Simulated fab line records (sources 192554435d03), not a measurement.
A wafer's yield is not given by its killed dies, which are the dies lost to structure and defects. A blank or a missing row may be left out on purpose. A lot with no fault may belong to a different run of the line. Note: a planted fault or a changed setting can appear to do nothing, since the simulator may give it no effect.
fab line records	flow n5-finfet
[record] lots = 9	wafers = 27	last-day = 18
route steps=1938 shown MOL_CONTACT_COAG@618 BEOL_M0_SAQP@647 BEOL_M4@1111 PASSIVATION@1936
lots untouched by any fault: they come from a run of this same line in which no faults occurred
start-h: start of the lot's first displayed wafer, in hours after the record's first day	wait-h: hours elapsed since this lot's preceding step	" the same as in the row above	L1.1+2: a row that stands for several wafers	- no value, or no start was given	* or withheld: withheld	< > ~ a bound
route shown NAME@n: names a module that has steps shown in the file, with the first one's number in the route	usual: average and standard deviation across the fault-free wafers	same: alike in all rows	chamber/n: place in a boat	sites: the reading at each site	_std_site: the standard deviation of these	_edge_site: inner sites' mean taken away from outer sites' mean	radius-mm: for every site, how far away it sits from the centre of the wafer	mask NAME#n: copy n	behind: the most recent tool/chamber to have shaped the wafer	hold: why the lot was held/for how many hours/how that ended	device: transistor that didn't switch, given as n, p or np	end of line: tests run on the same wafers once the route is complete	for a step that has no rows: nothing shown but its recipe	killed: dies that structure and defects cost at the first sort, which is not the same as the wafer's yield	map: per-die view of a wafer (x killed, . not killed, _ where there is no die)
set.NAME: the setting the step ran with; set.NAME@STEP: the setting that earlier step ran with	model.NAME: the simulator's own value behind a step, which no gauge read
one table for each step of the route and one row for each wafer, over a sample of lots
services: the hour from which a tool's chamber was out of use, counted from the record's first day as start-h (under 0 if before that day), plus the number of hours and why
[[steps]]
[step N5_MOL_CONTACT_COAG_STRIP_72]
[recipe] chemistry = N2/H2	power-w = 450	temp-c = 40	pressure-mtorr = 20	rf-frequency-hz = 6e+07	overash-fraction = 3	bias-power-w = 7	h2-frac = 0.5	n2-flow-sccm = 200	h2-flow-sccm = 200
[usual] drypump-motor-current-A = 5.8/0.48	oes-product-au = 0.77/0.092	rf-vpp-V = 58.9/1.9	showerhead-plenum-p-Torr = 2.54/0.098	throttle-valve-pct = 23.6/0.31
lot.wafer	tool	chamber	start-h	wait-h	drypump-motor-current-A	oes-product-au	rf-hours-counter-h	rf-vpp-V	showerhead-plenum-p-Torr	throttle-valve-pct
L769.3	rie-diel-02	0	101.23	0.0	5.3	0.74	177	60.4	2.40	23.2
L769.4	"	1	"	"	6.2	0.74	189	59.6	2.64	23.7
L769.5	"	2	"	"	5.2	0.72	-	60.7	2.65	24.2
L772.3	rie-diel-03	3	135.94	0.0	5.7	0.70	242	57.4	2.38	23.7
L772.5	"	3	"	"	5.7	0.72	-	58.8	2.38	23.7
L772.6	"	0	"	"	5.6	0.75	-	58.5	2.54	24.0
L773.1	rie-diel-02	2	137.46	0.0	5.2	0.70	216	57.5	2.64	24.3
L773.2	"	3	"	"	5.6	0.75	161	59.5	2.53	23.7
L773.5	"	1	"	"	6.3	0.74	-	59.8	2.63	23.7
L777.2	rie-diel-03	1	151.90	0.0	5.3	0.86	61	61.8	2.58	23.3
L777.3	"	0	"	"	5.6	0.75	181	57.5	2.54	24.0
L777.6	"	3	"	"	5.7	0.70	-	58.7	2.38	23.7
L778.2	rie-diel-03	0	157.40	0.0	5.7	0.75	183	60.7	2.54	23.9
L778.5	"	3	"	"	5.7	0.69	-	59.5	2.38	23.7
L778.6	"	0	"	"	5.7	0.75	-	57.5	2.54	24.0
L779.1	rie-diel-03	0	163.88	0.0	5.6	0.73	186	58.0	2.54	24.0
L779.3	"	2	"	"	5.4	0.80	93	59.8	2.54	23.3
L779.4	"	2	"	"	5.4	0.78	-	56.2	2.54	23.3
L788.1	rie-diel-04	3	219.58	0.0	6.5	0.88	52	59.6	2.58	23.6
L788.3	"	2	"	"	5.7	0.70	245	56.5	2.40	23.7
L788.6	"	2	"	"	5.6	0.71	-	60.9	2.40	23.7
L790.1	rie-diel-02	2	227.62	0.0	5.2	0.68	245	58.3	2.63	24.3
L790.3	"	0	"	"	5.3	0.71	219	59.0	2.39	23.3
L790.4	"	1	"	"	6.2	0.70	230	58.0	2.62	23.8
L792.1	rie-diel-02	2	238.85	0.0	5.2	0.67	248	57.3	2.63	24.3
L792.3	"	3	"	"	5.6	0.71	193	59.4	2.52	23.7
L792.5	"	2	"	"	5.2	0.69	-	59.4	2.63	24.3
[step N5_BEOL_M0_SAQP_PEB_12]
[recipe] peb-temp-c = withheld	peb-time-s = 60	resist = CAR-ArF
lot.wafer	tool	chamber	start-h	wait-h
L769.3+4+5	litho-track-02	0	110.51	0.0
L772.3+5+6	litho-track-03	0	142.48	0.0
L773.1+2+5	litho-track-02	0	145.81	0.1
L777.2+3+6	litho-track-02	0	157.55	0.0
L778.2+5+6	litho-track-02	0	163.85	0.0
L779.1+3+4	litho-track-02	0	172.81	0.1
L788.1+3+6	litho-track-05	0	226.49	0.1
L790.1+3+4	litho-track-05	0	235.85	0.1
L792.1+3+5	litho-track-03	0	244.94	0.1
[step N5_BEOL_M0_SAQP_CD_MEAS_14]
[recipe] target-cd-nm = 42.5	landing-energy-ev = 500	detector = se-inlens
[usual] cd-nm = 42.6/0.32
lot.wafer	tool	chamber	start-h	wait-h	cd-nm
L769.3	cd-sem-03	0	110.57	-	42.6
L769.4	"	0	"	"	42.2
L769.5	"	0	"	"	42.8
L772.3	cd-sem-02	0	142.55	-	42.4
L772.5	"	0	"	"	42.7
L772.6	"	0	"	"	42.0
L773.1	cd-sem-02	0	145.88	-	42.6
L773.2	"	0	"	"	43.2
L773.5	"	0	"	"	42.9
L777.2	cd-sem-03	0	157.62	-	42.7
L777.3	"	0	"	"	42.6
L777.6	"	0	"	"	42.3
L778.2	cd-sem-01	0	163.91	-	46.7
L778.5	"	0	"	"	43.0
L778.6	"	0	"	"	42.4
L779.1	cd-sem-03	0	172.88	-	42.7
L779.3	"	0	"	"	46.9
L779.4	"	0	"	"	42.8
L788.1	cd-sem-01	0	226.56	-	42.3
L788.3	"	0	"	"	42.7
L788.6	"	0	"	"	42.6
L790.1	cd-sem-03	0	235.92	-	42.5
L790.3	"	0	"	"	42.1
L790.4	"	0	"	"	42.5
L792.1	cd-sem-03	0	245.00	-	42.8
L792.3	"	0	"	"	42.7
L792.5	"	0	"	"	42.4
[step N5_BEOL_M0_SAQP_OVL_MEAS_15]
[recipe] points-per-wafer = 44
[usual] M0_CORE_OVL = 0.0/0.79
lot.wafer	tool	chamber	start-h	wait-h	M0_CORE_OVL[nm]
L769.3	overlay-01	0	110.60	0.0	0.5
L769.4	"	0	"	"	0.7
L769.5	"	0	"	"	0.0
L772.3	overlay-02	0	142.57	0.0	1.3
L772.5	"	0	"	"	0.9
L772.6	"	0	"	"	-0.7
L773.1	overlay-02	0	145.91	0.0	-1.1
L773.2	"	0	"	"	0.2
L773.5	"	0	"	"	-0.4
L777.2	overlay-01	0	157.65	0.0	0.3
L777.3	"	0	"	"	1.1
L777.6	"	0	"	"	0.7
L778.2	overlay-01	0	163.94	0.0	1.5
L778.5	"	0	"	"	1.5
L778.6	"	0	"	"	1.7
L779.1	overlay-01	0	172.91	0.0	0.1
L779.3	"	0	"	"	0.3
L779.4	"	0	"	"	-0.1
L788.1	overlay-01	0	226.59	0.0	0.3
L788.3	"	0	"	"	1.5
L788.6	"	0	"	"	-0.9
L790.1	overlay-01	0	235.95	0.0	0.2
L790.3	"	0	"	"	1.1
L790.4	"	0	"	"	0.3
L792.1	overlay-01	0	245.03	0.0	0.0
L792.3	"	0	"	"	0.6
L792.5	"	0	"	"	0.3
[step N5_BEOL_M0_SAQP_SPACER1_ETCHBACK_99]
[recipe] chemistry = CHF3/O2	mode = anisotropic-etchback	target = SiO2	target-depth-a = 154	time-s = 7.7	pressure-mtorr = 30	source-w = 650	bias-w = 170	Ar_flow_sccm = 200	CHF3_flow_sccm = 50	O2_flow_sccm = 5	ion-energy-ev = 200
[usual] O2_flow_sccm = 5.000/0.014	drypump-motor-current-A = 5.8/0.39	oes-product-au = 0.75/0.068	rf-vpp-V = 526/8.9	showerhead-plenum-p-Torr = 2.42/0.091	throttle-valve-pct = 18.94/0.24
lot.wafer	tool	chamber	start-h	wait-h	O2_flow_sccm	drypump-motor-current-A	oes-product-au	rf-hours-counter-h	rf-vpp-V	showerhead-plenum-p-Torr	throttle-valve-pct
L769.3	rie-diel-06	1	112.02	0.3	5.011	5.8	0.90	20	525	2.47	18.82
L769.4	"	0	"	"	5.003	4.9	0.69	228	517	2.30	19.49
L769.5	"	2	"	"	4.992	6.4	0.73	-	525	2.40	18.78
L772.3	rie-diel-05	2	145.02	0.7	4.991	5.6	0.68	227	539	2.47	19.08
L772.5	"	2	"	"	4.982	5.6	0.69	-	538	2.47	19.07
L772.6	"	3	"	"	4.989	5.8	0.72	-	526	2.51	19.08
L773.1	rie-diel-05	3	147.35	0.3	4.981	5.8	0.72	177	524	2.51	19.11
L773.2	"	0	"	"	4.968	5.5	0.76	125	536	2.32	19.07
L773.5	"	3	"	"	4.998	5.8	0.73	-	524	2.51	19.08
L777.2	rie-diel-01	3	159.09	0.3	4.995	5.7	0.72	191	520	2.49	18.83
L777.3	"	1	"	"	5.001	6.3	0.79	147	540	2.52	18.54
L777.6	"	0	"	"	4.983	5.5	0.84	-	521	2.55	19.00
L778.2	rie-diel-01	2	165.97	0.3	5.008	6.4	0.73	171	511	2.31	18.77
L778.5	"	1	"	"	4.990	6.3	0.79	-	540	2.52	18.52
L778.6	"	2	"	"	5.025	6.4	0.73	-	511	2.31	18.75
L779.1	rie-diel-05	3	174.63	0.4	5.013	5.7	0.71	184	524	2.51	19.13
L779.3	"	2	"	"	4.991	5.6	0.68	236	538	2.47	19.10
L779.4	"	0	"	"	5.029	5.5	0.75	133	534	2.32	19.08
L788.1	rie-diel-01	3	228.05	0.3	5.012	5.7	0.71	211	519	2.48	18.86
L788.3	"	1	"	"	5.005	6.3	0.77	166	541	2.51	18.55
L788.6	"	3	"	"	5.013	5.7	0.69	-	519	2.48	18.85
L790.1	rie-diel-01	1	237.71	0.3	5.009	6.3	0.77	169	539	2.51	18.55
L790.3	"	2	"	"	5.007	6.4	0.72	190	511	2.30	18.80
L790.4	"	3	"	"	4.988	5.7	0.70	214	521	2.48	18.87
L792.1	rie-diel-05	0	246.90	0.3	5.003	5.6	0.73	157	536	2.31	19.14
L792.3	"	2	"	"	5.007	5.6	0.98	3	538	2.46	18.70
L792.5	"	0	"	"	5.007	5.5	0.73	-	537	2.31	19.12
[step N5_BEOL_M4_RC_MEAS_101]
[usual] DIBL_N = 35.8/1.6	DIBL_P = 36.0/1.9	IOFF_N = 0.151/0.029	IOFF_P = 0.21/0.037	ION_N = 673/12	ION_P = 463/7.3	SS_N = 71.5/0.58	SS_P = 73.2/0.61	VT_N = 251/3.3	VT_P = -250/3.3
lot.wafer	tool	chamber	start-h	wait-h	DIBL_N[mV/V]	DIBL_P[mV/V]	IOFF_N[nA/um]	IOFF_P[nA/um]	ION_N[uA/um]	ION_P[uA/um]	SS_N[mV/dec]	SS_P[mV/dec]	VT_N[mV]	VT_P[mV]
L769.3	prober-02	0	162.23	0.9	35.4	34.9	0.115	0.18	662	461	70.7	72.2	256	-253
L769.4	"	0	"	"	36.9	35.9	0.139	0.19	667	463	71.1	72.0	254	-251
L769.5	"	0	"	"	38.8	37.9	0.175	0.23	679	462	72.4	73.5	250	-250
L772.3	prober-01	0	204.62	0.3	37.9	38.3	0.189	0.27	690	472	71.9	74.3	247	-244
L772.5	"	0	"	"	35.4	34.5	0.134	0.20	679	465	71.2	73.4	251	-248
L772.6	"	0	"	"	36.3	35.2	0.162	0.22	677	466	70.9	73.4	248	-247
L773.1	prober-02	0	208.71	0.0	37.3	36.7	0.142	0.21	666	465	71.2	72.9	252	-248
L773.2	"	0	"	"	38.8	38.8	0.179	0.25	688	468	72.3	73.8	249	-248
L773.5	"	0	"	"	37.0	36.2	0.137	0.20	660	461	71.1	72.8	255	-251
L777.2	prober-01	0	210.31	0.2	34.8	32.8	0.112	0.14	664	453	71.5	72.6	255	-257
L777.3	"	0	"	"	35.8	35.3	0.133	0.17	668	461	71.8	73.1	252	-252
L777.6	"	0	"	"	34.7	34.9	0.124	0.18	657	453	71.6	72.9	251	-252
L778.2	prober-02	0	213.34	0.2	34.8	35.5	0.154	0.22	681	478	71.6	72.6	254	-247
L778.5	"	0	"	"	34.7	36.2	0.152	0.24	685	478	71.5	72.9	253	-244
L778.6	"	0	"	"	35.2	35.7	0.161	0.23	672	460	72.5	73.2	250	-245
L779.1	prober-02	0	239.33	0.0	35.1	36.2	0.152	0.22	666	462	72.1	72.9	254	-247
L779.3	"	0	"	"	32.7	34.1	0.119	0.19	669	465	70.8	73.1	252	-248
L779.4	"	0	"	"	35.1	37.4	0.175	0.25	691	475	71.3	73.8	247	-247
L788.1	prober-02	0	284.78	0.0	35.8	36.4	0.151	0.23	665	460	71.4	72.8	251	-247
L788.3	"	0	"	"	33.0	32.9	0.107	0.17	649	454	70.8	72.0	252	-252
L788.6	"	0	"	"	35.1	35.1	0.144	0.21	672	461	71.1	73.1	252	-250
L790.1	prober-01	0	306.56	0.0	37.7	38.0	0.210	0.29	692	477	72.4	73.5	247	-245
L790.3	"	0	"	"	36.0	36.1	0.178	0.24	681	473	71.2	73.3	246	-248
L790.4	"	0	"	"	35.0	33.9	0.142	0.20	678	467	71.7	72.5	250	-250
L792.1	prober-01	0	314.57	0.0	34.7	35.1	0.136	0.19	671	457	70.9	72.2	252	-252
L792.3	"	0	"	"	35.3	36.0	0.142	0.21	664	459	71.9	73.1	252	-251
L792.5	"	0	"	"	34.8	35.4	0.128	0.20	660	456	71.4	72.6	254	-253
[step N5_PASSIVATION_PROBE_49]
[usual] defect-limited-yield = 90.9/1.4	killed_at_M0_to_M3 = 37/12	killed_at_M4_up = 14/5.3	killed-at-contacts = 12/6.2	killed-at-front-end = 41/11	killed-at-other = 3.7/2.9	killed-dies = 107/17	killed-open = 71/12	killed-short = 34/7.9	sort_bin_5_function = 5.3/0.95	sort_bin_6_memory = 3.4/0.7	sort-n-pass = 1073/17	sort-yield-pct = 90.9/1.5
[same] gross-dies = 1180	killed-at-back-side = 0	sort_bin_4_leakage[%] = 0	sort_bin_8_speed[%] = 0
lot.wafer	tool	chamber	start-h	wait-h	defect-limited-yield[%]	killed_at_M0_to_M3	killed_at_M4_up	killed-at-contacts	killed-at-front-end	killed-at-other	killed-dies	killed-open	killed-short	sort_bin_5_function[%]	sort_bin_6_memory[%]	sort-n-pass	sort-yield-pct[%]
L778.2	prober-02	-	317.48	0.1	90.5	54	14	21	22	1	112	73	28	4.3	4.2	1068	90.5
L779.3	prober-02	-	341.92	0.1	90.7	38	21	19	30	2	110	69	32	5.3	2.9	1070	90.7
// killed by level:class
L778.2 MOL_CONTACT_COAG:geometric-particle:open=17 BEOL_M3:geometric-particle:open=12 BEOL_M2:geometric-particle:open=9 DUMMY_GATE:geometric-particle:open=7 BEOL_M0_SAQP:area-peb=7 BEOL_M0_SAQP:geometric-particle:short=6 BEOL_M0_SAQP:geometric-particle:open=6 BEOL_M5:geometric-particle:open=5
L779.3 MOL_CONTACT_COAG:geometric-particle:open=13 STI_FIN_REVEAL:geometric-particle:open=9 BEOL_M4:geometric-particle:open=9 BEOL_M3:geometric-particle:open=7 BEOL_M0_SAQP:area-peb=6 FIN_SAQP:geometric-particle:short=5 MOL_CONTACT_COAG:geometric-particle:short=5 BEOL_M1:geometric-particle:open=5
[[services]]
tool	chamber	start-h	hours	kind
rie-diel-02	0	79.64	8.6	repair
rie-diel-02	1	79.64	3.7	repair
rie-diel-06	3	91.32	4.9	repair
rie-diel-06	2	124.88	3.2	repair
rie-diel-02	-	145.40	4.3	pm
rie-diel-05	0	157.45	2.8	repair
rie-diel-03	3	158.12	-	clean
rie-diel-03	3	158.12	-	consumable-replace:focus-ring
rie-diel-03	3	158.12	-	consumable-replace:showerhead
rie-diel-03	3	158.12	16.4	scheduled-down
rie-diel-03	3	158.12	16.4	vent-cycle
rie-diel-02	-	163.03	3.2	repair
rie-diel-03	3	189.80	9.6	repair
rie-diel-06	2	201.30	23.7	repair
rie-diel-06	3	202.27	7.3	repair
rie-diel-01	-	211.73	3.2	repair
rie-diel-03	-	219.02	2.8	pm
rie-diel-05	2	220.81	-	clean
rie-diel-05	2	220.81	-	consumable-replace:focus-ring
rie-diel-05	2	220.81	17.9	scheduled-down
rie-diel-05	2	220.81	17.9	vent-cycle
rie-diel-02	2	241.92	-	clean
rie-diel-02	2	241.92	-	consumable-replace:focus-ring
rie-diel-01	-	243.61	0.2	repair
[[key]]
[first-sign] step = N5_BEOL_M0_SAQP_CD_MEAS_14	reading = cd-nm	direction = up	sigmas = 13	usual = 42.6	struck = 46.8
effect none on later readings
met-at N5_BEOL_M0_SAQP_PEB_12
struck-lots L778,L779
struck-wafers L778.2,L779.3
not-acting-at N5_MOL_CONTACT_COAG_STRIP_72,N5_BEOL_M0_SAQP_OVL_MEAS_15,N5_BEOL_M0_SAQP_SPACER1_ETCHBACK_99
onset-between 157.55 163.85
[fault] kind = process-parameter-drift	tool = litho-track-02	chamber = -	onset-h = 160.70	steps = N5_BEOL_M0_SAQP_PEB_12	channel = peb-time-s	offset = *	shape = step	end-h = 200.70	scope = struck-wafers-only	acts-in = *	stated = *
